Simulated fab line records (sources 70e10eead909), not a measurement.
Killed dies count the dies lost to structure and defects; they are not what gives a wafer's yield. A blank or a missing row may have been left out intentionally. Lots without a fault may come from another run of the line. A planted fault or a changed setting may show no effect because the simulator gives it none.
Code-filled problem report in 8D (eight disciplines) form    flow nand harc    the parts of the form that need people (team, actions taken, sign-off) are left out

== 1. WHAT WENT WRONG ==
Wafers without a fault read 499.8 nm, standard deviation 1.3; cd nm at NHARC_A_BONDPAD_CD_MEAS_09 reads a mean of 490.3 nm on 9 wafers belonging to 3 lots. That puts it -7.3 standard deviations away from the usual mean.
The step: target cd 500 nm.
Seen first at day 20 09:35 on cd sem-01, wafer L442.3. The record holds 33 wafers of 11 lots with a number at this step. Rule for "out", or "out of limits": more than 4 standard deviations from the usual mean. All remaining wafers that have a number are taken as sound.

== 2. WHAT THIS IS AND IS NOT ==
question                     is                      is not
which readings at this step  cd nm                   -
which lots                   L442, L444, L448        L434, L435, L438, L441, L452, L453, L456, L457
which wafers of those lots   all that have a number  -
read on which gauges         cd sem-01, cd sem-03    cd sem-02
when                         from day 20 09:35       up to then (12 sound wafers); but 12 sound wafers of L452, L453, L456, L457 came after

== 3. THE SUSPECTS, EACH WITH WHAT RULES IT OUT ==
Counting: a tool at any process step up to the reading remains a suspect when it ran all the lots that are out and ran no sound lot after the first of those.
- the gauge at NHARC_A_BONDPAD_CD_MEAS_09 has been ruled out. The wafers that are out were read on 2 gauges (cd sem-01, cd sem-03).
- krf scanner-03 at NHARC_A_BONDPAD_EXPOSE_06 (exposes mask A BPAD): kept. It ran every lot that is out, first L442 (day 20 09:27), and no sound lot after that; its last sound lot up to then is L438 (day 18 21:20). On those wafers its own readings are out: exposure dose mJ cm2.
Remaining after the count: krf scanner-03 at NHARC_A_BONDPAD_EXPOSE_06.

== 4. THE CAUSE (what the simulator had put in) ==
Process parameter drift: krf scanner-03, from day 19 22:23 on, at NHARC_A_BONDPAD_EXPOSE_06. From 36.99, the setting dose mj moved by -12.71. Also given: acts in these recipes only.
The count eliminated every tool but this one.

== 5. THE CHAIN OF EFFECTS, in route order ==
Rows list readings where the struck wafers' mean (over those with a number) sits beyond 3 standard deviations from the usual. Only readings for which the record gives a usual standard deviation are gone through. hours: the time from each lot's start at the first step in this table that gives one to its start at this step, as a median over the lots. sigmas: the change in usual standard deviations.
hours  step                        reading               usual     on struck wafers  change  sigmas
0      NHARC_A_BONDPAD_EXPOSE_06   exposure dose mJ cm2  36.99     26.37             -10.62  -99 or more
0      NHARC_A_BONDPAD_CD_MEAS_09  cd nm                 499.8 nm  490.3             -9.5    -7.3
Here are the process steps it includes:
- NHARC_A_BONDPAD_EXPOSE_06: exposes mask A BPAD.
Later measuring or inspecting steps at which every struck wafer that the step has a row for has a number for every such reading, and none has moved that far: NHARC_END_SORT_01.

== 6. HOW IT WOULD HAVE BEEN CAUGHT EARLIER ==
11 hours passed between the start of the fault at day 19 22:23 and the first reading out of limits at a measuring or inspecting step in this record, taken at day 20 09:35.
At NHARC_A_BONDPAD_EXPOSE_06, the tool's own readings (exposure dose mJ cm2) were out on each struck wafer the step has a row for, so an alarm limit on them would have fired on the first such wafer.
Among the 3 lots that are out, L444, L448 began NHARC_A_BONDPAD_EXPOSE_06 on krf scanner-03 after day 20 09:35. A hold on the tool at that time would have spared those 2.
